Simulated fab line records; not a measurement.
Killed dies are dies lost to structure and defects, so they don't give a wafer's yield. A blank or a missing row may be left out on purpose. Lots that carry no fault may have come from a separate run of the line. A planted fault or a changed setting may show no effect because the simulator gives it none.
Split-lot trial | flow n5_finfet | 21 wafers read from 7 lots, route of 1938 steps

== ON THE SPLIT ==
At N5_HKMG_FIN_ETCH_55 (etches SOC in N2/H2, target depth 240 nm, time 300 s), the setting bias_w was moved away from the recipe's 150 W on 5 of the 21 wafers read, by -15.5% to +12.1%. All remaining wafers had this setting at the recipe value.

The reading is taken at the split's own step.

== THE READING ==
rf_vpp_V, in V, at N5_HKMG_FIN_ETCH_55 (etches SOC in N2/H2, target depth 240 nm, time 300 s). On this fab line, fault-free wafers typically give 523.3 V with a standard deviation of 2 V.

wafer  | tool, chamber at the split | bias_w as run, W | against the recipe | rf_vpp_V, V | against lot-mates on the recipe
L077.2 | rie_diel-06, 2             | 150              | recipe             | 520.9       | -
L077.4 | rie_diel-06, 0             | 150              | recipe             | 523.6       | -
L077.5 | rie_diel-06, 3             | 126.7            | -15.5%             | 467.8       | -54.4
L079.1 | rie_diel-06, 0             | 150              | recipe             | 523.8       | -
L079.5 | rie_diel-06, 0             | 168.1            | +12.1%             | 563.1       | +40.3
L079.6 | rie_diel-06, 3             | 150              | recipe             | 521.9       | -
L082.1 | rie_diel-05, 1             | 150              | recipe             | 523.4       | -
L082.2 | rie_diel-05, 3             | 150              | recipe             | 527.1       | -
L082.5 | rie_diel-05, 3             | 150              | recipe             | 526.3       | -
L085.1 | rie_diel-01, 1             | 150              | recipe             | 523.3       | -
L085.5 | rie_diel-01, 2             | 150              | recipe             | 525.5       | -
L085.6 | rie_diel-01, 1             | 150              | recipe             | 523.8       | -
L089.1 | rie_diel-01, 1             | 150              | recipe             | 523.3       | -
L089.2 | rie_diel-01, 2             | 150              | recipe             | 524.5       | -
L089.6 | rie_diel-01, 3             | 139.5            | -7.0%              | 500.0       | -23.9
L093.4 | rie_diel-05, 1             | 131.2            | -12.5%             | 481.4       | -44.6
L093.5 | rie_diel-05, 3             | 150              | recipe             | 526.0       | -
L093.6 | rie_diel-05, 2             | 131.2            | -12.5%             | 482.9       | -43.1
L095.1 | rie_diel-01, 1             | 150              | recipe             | 523.5       | -
L095.2 | rie_diel-01, 2             | 150              | recipe             | 525.2       | -
L095.4 | rie_diel-01, 0             | 150              | recipe             | 521.5       | -

THE FIT
A straight line over all 21 wafers: rf_vpp_V changes by +3.41 V for each +1% of bias_w; r = +1.00; the points scatter about the line by 1.8 V.
The same after taking each lot's own level away (the mean of its wafers on the recipe; 21 wafers): +3.46 V for each +1%; r = +1.00; scatter 1.2 V.
Per that fit: largest bias_w move, reading shift of 54 V.
Measured against the standard deviation above, the lots' own levels, which go from 522.25 to 526.00 V, span 1.9 times it.
Hence the lot-to-lot level has little effect on the slope; both slopes agree.
Check: for one of the wafers moved furthest among these (-15.5%), held out of the fit, the line's prediction against its lot-mates is -53.5 V. Against them it came out at -54.4 V.
Tool readings at the split's step, against how far the setting was moved: rf_vpp_V r = +1.00.

== THE WHOLE CHAIN: every reading that the file lists as answering this split, in the file's order ==
step                | what it does                                         | reading                                                                           | change (the file's fit)               | r (the file's)
N5_HKMG_FIN_ETCH_55 | etches SOC in N2/H2, target depth 240 nm, time 300 s | rf_vpp_V                                                                          | +3.46 V for each +1% of the setting   | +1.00
N5_HKMG_FIN_ETCH_55 | etches SOC in N2/H2, target depth 240 nm, time 300 s | SiARC_of_HKMG_FIN_COAT_42.thk_nm (the simulator's own value, which no gauge read) | -0.196 nm for each +1% of the setting | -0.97

== THE FILE'S OWN FIT ==
rf_vpp_V changes by +3.46 V for each +1% of bias_w, r = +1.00.
